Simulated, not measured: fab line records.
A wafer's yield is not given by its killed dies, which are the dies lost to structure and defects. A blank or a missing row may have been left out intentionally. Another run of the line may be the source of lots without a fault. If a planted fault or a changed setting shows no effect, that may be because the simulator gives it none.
fab line records    flow n5-finfet
[record] lots = 4  wafers = 12  last-day = 18
route steps=1938 shown BEOL_M2@909 BEOL_M3@931 PASSIVATION@1936
lots with no fault: from the same line, run without faults
start-h: hours from the record's opening day to when the first of the lot's shown wafers began    wait-h: hours since the lot's step before    " same as the row above    L1.1+2: several wafers, shown together as one row    - either no value or no given start    * or withheld: withheld    < > ~ a bound
route shown NAME@n: names a module that has steps shown in the file, with the first one's number in the route    usual: the fault-free wafers' mean and standard deviation    same: alike in all rows    chamber/n: place in a boat    sites: each site's reading    _std_site: how widely they spread, as a standard deviation    _edge_site: outer sites' mean less inner sites'    radius-mm: how far each site lies from the wafer's centre    mask NAME#n: copy n    behind: tool/chamber where the wafer was last shaped    hold: what put the lot on hold/how long, in hours/how the hold closed    device: names the non-switching transistor (n, p or np)    end of line: the tests these same wafers got at the end of their route    for a step that has no rows: nothing shown but its recipe    killed: not the wafer's yield, but the dies lost to structure and defects at the first sort    map: a wafer's dies, x killed, . not, _ none there
set.NAME: the setting that was run; set.NAME@STEP: the one run at that earlier step    model.NAME: the simulator's own value behind a step, which no gauge read
certain route steps with their lots: each step a table, each wafer a row
services: the hour from which a tool's chamber was out of use, counted from the record's first day as start-h (under 0 if before that day), plus the number of hours and why
[[steps]]
[step N5_BEOL_M2_ANNEAL_82]
[recipe] temp-c = 400  time-s = 240  ambient = vacuum
[step N5_BEOL_M2_SPUTTER_86]
[recipe] material = Cu  target-thk-a = 45  temp-c = -20  chamber-pressure-pa = 0.07  power-w = withheld  time-s = 8.29
[step N5_BEOL_M2_ANNEAL_87]
[recipe] temp-c = 400  time-s = 240  ambient = vacuum
[step N5_BEOL_M2_SPUTTER_88]
[recipe] material = Cu  target-thk-a = 45  temp-c = -20  chamber-pressure-pa = 0.07  power-w = withheld  time-s = 8.29
[step N5_BEOL_M2_ANNEAL_89]
[recipe] temp-c = 400  time-s = 240  ambient = vacuum
[step N5_BEOL_M2_SPUTTER_90]
[recipe] material = Cu  target-thk-a = 45  temp-c = -20  chamber-pressure-pa = 0.07  power-w = withheld  time-s = 8.29
[step N5_BEOL_M2_ANNEAL_91]
[recipe] temp-c = 400  time-s = 240  ambient = vacuum
[step N5_BEOL_M2_SPUTTER_92]
[recipe] material = Cu  target-thk-a = 45  temp-c = -20  chamber-pressure-pa = 0.07  power-w = withheld  time-s = 8.29
[step N5_BEOL_M2_ANNEAL_93]
[recipe] temp-c = 400  time-s = 240  ambient = vacuum
[step N5_BEOL_M2_SPUTTER_94]
[recipe] material = Cu  target-thk-a = 45  temp-c = -20  chamber-pressure-pa = 0.07  power-w = withheld  time-s = 8.29
[step N5_BEOL_M2_ANNEAL_95]
[recipe] temp-c = 400  time-s = 240  ambient = vacuum
[step N5_BEOL_M2_SPUTTER_96]
[recipe] material = Cu  target-thk-a = 45  temp-c = -20  chamber-pressure-pa = 0.07  power-w = withheld  time-s = 8.29
[step N5_BEOL_M2_ECD_50]
[recipe] material = Cu  target-thk-a = 3000
lot.wafer   tool       chamber  start-h  wait-h
L776.1+2+6  ecd-cu-02  1,0,0    167.53   0.1
L779.4+5+6  ecd-cu-01  1,0,1    180.82   0.1
L791.1+3+5  ecd-cu-01  1        274.39   0.1
L793.3+4+5  ecd-cu-01  1,0,1    276.42   0.1
[step N5_BEOL_M2_ANNEAL_51]
[recipe] temp-c = 225  time-s = 90  ambient = N2
[step N5_BEOL_M2_CMP_52]
[recipe] stop-on = SiOC  t-overpolish-s = 6.8  down-force-psi = 1  platen-rpm = 50  clearing-platen-down-force-psi = 1.5  clearing-platen-rpm = 50  post-cmp-clean = cu-alkaline  target-thk-nm = 40  clearing-platen-pad-velocity-m-s = 0.99484  pad-velocity-m-s = 0.99484
[step N5_BEOL_M2_PRE_CLEAN_60]
[recipe] gas = NH3/H2  time-s = 15  temp-c = *  rf-power-w = 300
[step N5_BEOL_M2_CO_CAP_55]
[recipe] material = Co  target-thk-a = 20  temp-c = 200  precursor = CCTBA/H2  pressure-torr = 30  time-s = 102.1
[step N5_BEOL_M2_PRE_CLEAN_56]
[recipe] gas = NH3  time-s = 15  temp-c = withheld  rf-power-w = 300
[step N5_BEOL_M2_DEP_57]
[recipe] material = SiCN  target-thk-a = 80  temp-c = withheld  precursor = 3MS/NH3  pressure-torr = 3  rf-w = 202  time-s = 14
[step N5_BEOL_M3_ILD_DEP_00]
[recipe] material = SiOC  target-thk-a = 790  temp-c = 350  precursor = DEMS/O2  pressure-torr = 5  rf-w = 500  time-s = 15.3
[step N5_BEOL_M3_PECVD_72]
[recipe] material = SiO2  target-thk-a = 160  temp-c = 400  precursor = TEOS/O2  pressure-torr = 5.5  rf-w = 450  teos-flow-sccm = 53.8  gas = O2  flow-sccm = 3000  time-s = 18
[step N5_BEOL_M3_HM_DEP_02]
[recipe] material = TiN  target-thk-a = 200  temp-c = 25  chamber-pressure-pa = 0.49996
[step N5_BEOL_M3_COAT_61]
[recipe] resist = SOC  temp-c = 250  time-s = 60  spin-rpm = 1500  resist-thk-nm = 60
[step N5_BEOL_M3_COAT_62]
[recipe] resist = SiARC  temp-c = 220  time-s = 60  spin-rpm = 1500  resist-thk-nm = 12
[step N5_BEOL_M3_COAT_73]
[recipe] resist = underlayer  temp-c = 205  time-s = 60  spin-rpm = 1500  resist-thk-nm = 5
[step N5_BEOL_M3_COAT_05]
[recipe] resist = CAR-EUV  spin-rpm = 1500  resist-thk-nm = 30
[step N5_BEOL_M3_EBR_07]
[recipe] solvent = PGMEA  ebr-width-mm = 1.5
[step N5_BEOL_M3_SOFTBAKE_06]
[recipe] temp-c = 110  time-s = 60  resist = CAR-EUV
[step N5_BEOL_M3_EXPOSE_08]
[recipe] mask-id = M3  na = 0.33  source-shape = dipole  sigma-inner = 0.369  sigma-outer = 0.767  polarization = unpolarized  dose-mj = 33
[step N5_BEOL_M3_PEB_09]
[recipe] peb-temp-c = 100  peb-time-s = 60  resist = CAR-EUV
[step N5_BEOL_M3_DEVELOP_10]
[recipe] develop-time-s = 30  developer = TMAH  resist = CAR-EUV  rinse-liquid = surfactant-rinse  dry = air-spin  dev-temp-c = 23
[step N5_BEOL_M3_DESCUM_16]
[recipe] chemistry = O2  time-s = 7  source-power-w = 50  bias-power-w = 20  pressure-mtorr = 20  rf-frequency-hz = 2.712e+07  temp-c = 40  resist = CAR-EUV  o2-flow-sccm = 225
[step N5_BEOL_M3_ETCH_74]
[recipe] chemistry = N2/H2  target = underlayer  target-depth-a = 65  mask-material = CAR-EUV  time-s = 5.2  ion-energy-ev = 200  pressure-mtorr = 30  source-w = 840  bias-w = 150  n2-flow-sccm = 200  h2-flow-sccm = 200  ends = cleared
[step N5_BEOL_M3_ETCH_63]
[recipe] chemistry = CF4  target = SiARC  target-depth-a = 156  mask-material = CAR-EUV  time-s = 26  ion-energy-ev = 80  pressure-mtorr = 40  source-w = 545  bias-w = 36  Ar_flow_sccm = 100  cf4-flow-sccm = 100  ends = cleared
[step N5_BEOL_M3_ETCH_64]
[recipe] chemistry = N2/H2  target = SOC  target-depth-a = 750  overetch-a = 150  mask-material = SiARC  temp-c = 40  time-s = 112.5  ion-energy-ev = 200  pressure-mtorr = 30  source-w = 840  bias-w = 150  n2-flow-sccm = 200  h2-flow-sccm = 200
[step N5_PASSIVATION_PROBE_49]
[usual] defect-limited-yield = 91.3/1.4  killed_at_M0_to_M3 = 34/10  killed_at_M4_up = 14/5.5  killed-at-contacts = 12/6  killed-at-front-end = 40/10  killed-at-other = 3.0/2.4  killed-dies = 103/17  killed-on-rim = 13/4.3  killed-open = 68/13  killed-short = 34/7.8  sort_bin_4_leakage = 0.00/0.014  sort_bin_5_function = 5.1/0.97  sort_bin_6_memory = 3.3/0.66  sort_bin_8_speed = 0.02/0.12  sort-n-pass = 1077/17  sort-yield-pct = 91.2/1.4
[same] gross-dies = 1180  killed-at-back-side = 0
lot.wafer  tool       chamber  start-h  wait-h  defect-limited-yield[%]  killed_at_M0_to_M3  killed_at_M4_up  killed-at-contacts  killed-at-front-end  killed-at-other  killed-dies  killed-on-rim  killed-open  killed-short  sort_bin_4_leakage[%]  sort_bin_5_function[%]  sort_bin_6_memory[%]  sort_bin_8_speed[%]  sort-n-pass  sort-yield-pct[%]
L776.1     prober-01  -        298.05   0.0     88.8                     70                  15               10                  37                   0                132          13             86           44            0                      7.1                     3.8                   0                    1048         88.8
L776.2     prober-01  -        298.10   0.1     90.7                     36                  13               5                   56                   0                110          11             66           42            0                      5.6                     3.7                   0                    1070         90.7
L776.6     prober-01  -        298.30   0.3     91.4                     41                  9                6                   45                   0                101          10             59           40            0                      5.3                     2.8                   0                    1079         91.4
L779.4     prober-01  -        341.18   0.2     90.3                     38                  15               21                  37                   3                114          16             82           28            0                      5.7                     3.4                   0.08                 1065         90.3
L779.5     prober-01  -        341.23   0.2     91.6                     27                  13               11                  44                   4                99           18             62           34            0                      4.9                     3.1                   0.08                 1080         91.5
L779.6     prober-01  -        341.28   0.3     92.0                     38                  16               19                  20                   1                94           6              67           27            0                      4.7                     3.1                   0.08                 1085         91.9
L793.3     prober-01  -        428.16   0.1     60.3                     396                 18               18                  35                   1                468          64             56           37            0.17                   25.0                    12.1                  0                    710          60.2
L793.4     prober-01  -        428.21   0.2     61.6                     402                 10               9                   24                   8                453          65             52           27            0                      23.5                    13.1                  0                    727          61.6
L793.5     prober-01  -        428.26   0.2     63.4                     375                 12               6                   38                   1                432          51             55           26            0                      22.4                    12.3                  0                    748          63.4
L791.1     prober-02  -        434.67   0.0     61.9                     382                 14               10                  34                   9                449          58             52           34            0                      24.5                    11.1                  0                    731          61.9
L791.3     prober-02  -        434.77   0.1     63.8                     390                 7                7                   19                   4                427          67             34           23            0                      23.6                    10.9                  0                    753          63.8
L791.5     prober-02  -        434.87   0.2     63.8                     378                 15               11                  21                   2                427          43             39           34            0                      22.5                    11.4                  0                    753          63.8
// killed by level:class
L776.1 BEOL_M0_SAQP:geometric-particle:short=18 BEOL_M1:geometric-particle:open=15 DUMMY_GATE:geometric-particle:open=11 BEOL_M3:geometric-particle:open=11 FIN_SAQP:geometric-particle:short=9 BEOL_M0_SAQP:geometric-particle:open=9 BEOL_M2:geometric-particle:open=9 MOL_CONTACT_COAG:geometric-particle:open=7
L776.2 FIN_SAQP:geometric-particle:short=12 DUMMY_GATE:geometric-particle:open=10 BEOL_M0_SAQP:geometric-particle:open=10 FIN_SAQP:geometric-particle:open=7 BEOL_M1:geometric-particle:open=6 BEOL_M0_SAQP:geometric-particle:short=6 MOL_CONTACT_COAG:geometric-particle:open=5 BEOL_M4:geometric-particle:open=5
L776.6 BEOL_M0_SAQP:geometric-particle:short=16 DUMMY_GATE:geometric-particle:open=10 FIN_SAQP:geometric-particle:open=9 BEOL_M0_SAQP:geometric-particle:open=8 FIN_SAQP:geometric-particle:short=6 BEOL_M4:geometric-particle:open=5 STI_FIN_REVEAL:geometric-particle:open=5 MOL_CONTACT_COAG:geometric-particle:open=5
L779.4 MOL_CONTACT_COAG:geometric-particle:open=20 FIN_SAQP:geometric-particle:open=13 BEOL_M2:geometric-particle:open=10 BEOL_M4:geometric-particle:open=9 BEOL_M3:geometric-particle:open=7 GATE_CUT:geometric-particle:short=6 FIN_SAQP:geometric-particle:short=4 BEOL_M0_SAQP:geometric-particle:short=4
L779.5 STI_FIN_REVEAL:geometric-particle:open=14 MOL_CONTACT_COAG:geometric-particle:open=10 BEOL_M0_SAQP:geometric-particle:open=10 BEOL_M0_SAQP:geometric-particle:short=7 GATE_CUT:geometric-particle:short=6 GATE_CUT:geometric-particle:open=5 BEOL_M4:geometric-particle:open=4 STARTING-WAFER:geometric-particle:short=4
L779.6 MOL_CONTACT_COAG:geometric-particle:open=16 BEOL_M0_SAQP:geometric-particle:open=12 BEOL_M0_SAQP:geometric-particle:short=10 BEOL_M4:geometric-particle:open=6 BEOL_M3:geometric-particle:open=6 BEOL_M1:geometric-particle:open=5 STI_FIN_REVEAL:geometric-particle:open=3 DUMMY_GATE:geometric-particle:open=3
L793.3 BEOL_M2:unspecified=369 GATE_CUT:geometric-particle:short=10 MOL_CONTACT_COAG:geometric-particle:short=10 BEOL_M4:geometric-particle:open=8 MOL_CONTACT_COAG:geometric-particle:open=8 BEOL_M3:geometric-particle:open=8 BEOL_M2:geometric-particle:open=7 STI_FIN_REVEAL:geometric-particle:open=5
L793.4 BEOL_M2:unspecified=370 FIN_SAQP:geometric-particle:open=9 BEOL_M0_SAQP:geometric-particle:open=9 BEOL_M0_SAQP:geometric-particle:short=6 MOL_CONTACT_COAG:geometric-particle:open=6 BEOL_M3:geometric-particle:open=5 FIN_SAQP:geometric-particle:short=4 BEOL_M2:geometric-particle:open=4
L793.5 BEOL_M2:unspecified=345 BEOL_M1:geometric-particle:open=14 STI_FIN_REVEAL:geometric-particle:open=10 BEOL_M4:geometric-particle:open=6 FIN_SAQP:geometric-particle:open=5 FIN_SAQP:geometric-particle:short=4 BEOL_M0:geometric-particle:open=3 DUMMY_GATE:geometric-particle:open=3
L791.1 BEOL_M2:unspecified=362 FIN_SAQP:geometric-particle:short=11 BEOL_M3:geometric-particle:open=8 MOL_CONTACT_COAG:geometric-particle:open=7 GATE_CUT:geometric-particle:short=6 FIN_SAQP:geometric-particle:open=5 BEOL_M4:geometric-particle:open=5 BEOL_M3:geometric-particle:short=3
L791.3 BEOL_M2:unspecified=370 BEOL_M0_SAQP:geometric-particle:open=7 MOL_CONTACT_COAG:geometric-particle:open=6 FIN_SAQP:geometric-particle:short=5 FIN_SAQP:geometric-particle:open=4 BEOL_M0_SAQP:geometric-particle:short=4 BEOL_M2:geometric-particle:open=3 BEOL_M3:geometric-particle:open=3
L791.5 BEOL_M2:unspecified=352 BEOL_M0_SAQP:geometric-particle:short=10 MOL_CONTACT_COAG:geometric-particle:open=7 GATE_CUT:geometric-particle:short=5 BEOL_M2:geometric-particle:open=5 MOL_CONTACT_COAG:geometric-particle:short=4 BEOL_M1:geometric-particle:open=4 BEOL_M4:geometric-particle:short=4
// map L791.1 (x killed, . not)
_________________..xx..x...x.________________
______________..x.x....x.xxxxx.._____________
___________x...xx..x.x.xx.......x..__________
__________x.....x.x.x....x.......xxx_________
________xx...x......xx.x.x...x..x.xx.x_______
_______.xx.x.xxx........x....x..x......______
______...xx...x....xxx..x..xxxx.x......._____
_____.x......x..x..x.x....xx.x...x....xx.____
____.xx.x.x...xx.x....x...xx.xx.x..x....xx___
___x...xx..xx.........xx.xx.xx.xx....xx....__
___.xxxx.x.xx.xx.x..x...x..xxx...xx...xxxx.__
__xx..x...x.x....x...x..x.xx.xx.x..x.......x_
__....xx.....xx...........x......x..x...x.xx_
_..x..xx....x...x..x.x...xx...x.xx.xxx.....x.
_...xxx........xxx.x.xxx.x..xxx.....x.x.x.x.x
_..xx.x.x.x.......xx.....xx..x...x....xxx....
_x...x.....x.xxx......x.x.....xx.x.....xxx...
_.x.x..xx...xx.x.x.xx.x.x........xx.xxx....x.
_xx.x..xxxx.xx...xxxx.......x...x.x...xx.....
_xx..x......x.x.......xx.x.xxxxx..x.x..x.x.xx
_..x....x..x..x....x.x...x...x..xx.xxx.xxx...
__xx....x..x.xxxxx..xxx..xxxxx.x...x.x.xx..._
__......x......x..x...xxxxxx.....x...x.xx..x_
___x....xx..x....xx..x....xx...x..x.x..xx..__
___x.x..x..xxxx.xx....xx...xx..x..x.x....x.__
____.xx.x..xxx...xx.xx....xxx..........x..___
_____.x.xxxx.xxx..x.xx.....x..x.....x..xx____
______.x.xx...x.xx.....x..x...x.xx..xxx._____
_______......x.x.........xxx..xx.x....x______
________.xx.xx..xxx..x....xxx.x.x.xxx._______
__________....x.xx...xxx.....x.x...._________
___________........x.x.xxx.xxxxx..x__________
______________xxx.x.x..x..x....._____________
_________________x......x..xx________________
// map L793.3 (x killed, . not)
_________________.x.xx.....x.________________
______________xx...x..xxxx.x.x.x_____________
___________...x..x.xx.xx...xx..x...__________
__________.x.xx.......x.x...x..x.xxx_________
________x.......xxx..x...xxxxx..x.xxx._______
_______x......x..xxxxxxxxxxxxx.x....xxx______
______x...x..x..xx...x..x.x.xx..x......x_____
_____.x...xx.xx..x..x..x.x...xx.x...xx.x.____
____......x.x...xxxx....x.x...x.xx.....x..___
___x..x..xx.xx.x....x...x..x.x.xx.x....x..x__
___.xx..x.x.x.....x..x.......x....x..x..xx.__
__.....xxx.xx..x...xx.xx.xx.xxx..x....xxx..._
__xx..x..x.x..xx.....x...x...x...xxx.xxxx..._
_.x.....x.xxx.....x..xx....x...xx.....xxx.x..
_xx....x.x.x.x.x.x..x...xxx.xx.x..x........xx
_..x.xxx.xx.x.x......x.xxx..xx....xxx.xxxxxxx
_x.xx.x.xx.xx.x........x...xx.x..x.x.x...xxx.
_...xx..xx..xx......x.x.x.x.x..xxx..x........
_..xx.........xx.x......x.......xxxx..x......
_.xx.xxxxxx..xx.x.x.x....x..x..x.xx.x...x..x.
_x..xx.....x.x..xx..x.xx..x...x..x..x.x.x...x
__xxxx.x.xx.x....xx......x...xxxx...x.x.x..x_
__x.x.xxx.x.....x.xxxx.....x.x....x........._
___xx.......xx..x.....xx..x.x.x.x....x....x__
___xx..x.x.x..xx.....x.x.x.x..xxxxx........__
____.xx.x..x..x....x..x........x..x.x.x..x___
_____x.xx...x.xxx..xx..xx........xx....xx____
______.xxx...x.xxx....x.x.xx.xx.xx..x..x_____
_______.x....x..x.x.....xxxxx.x...xxx.x______
________.x.......xxx.....x..........xx_______
__________..xxx..xx...x.x.xxx..x.x.._________
___________x....x...x.x....xx.x.x..__________
______________xx....x.x.....x.x._____________
_________________xx...x.xx..x________________
[[services]]
tool       chamber  start-h  hours  kind
ecd-cu-01  -        230.60   5.9    pm
ecd-cu-01  -        239.98   0.3    repair
ecd-cu-02  -        256.43   1.5    repair
[[key]]
[first-sign] step = N5_PASSIVATION_PROBE_49  reading = killed_at_M0_to_M3  direction = up  sigmas = 35  usual = 34  struck = 387
[effect] step = N5_PASSIVATION_PROBE_49  reading = killed-dies  direction = up  sigmas = 20  usual = 103  struck = 443
[more-kills-born-at] N5_BEOL_M2_ECD_50@ecd-cu-01 = 2167
met-at N5_BEOL_M2_ECD_50
struck-wafers L791.1,L791.3,L791.5,L793.3,L793.4,L793.5
onset-between 180.82 274.39
also-fits time
[fault] kind = chamber-particle-source  tool = ecd-cu-01  chamber = -  onset-h = 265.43  steps = N5_BEOL_M2_ECD_50  rate-per-visit-cm2 = 0.73418  end-h = 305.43
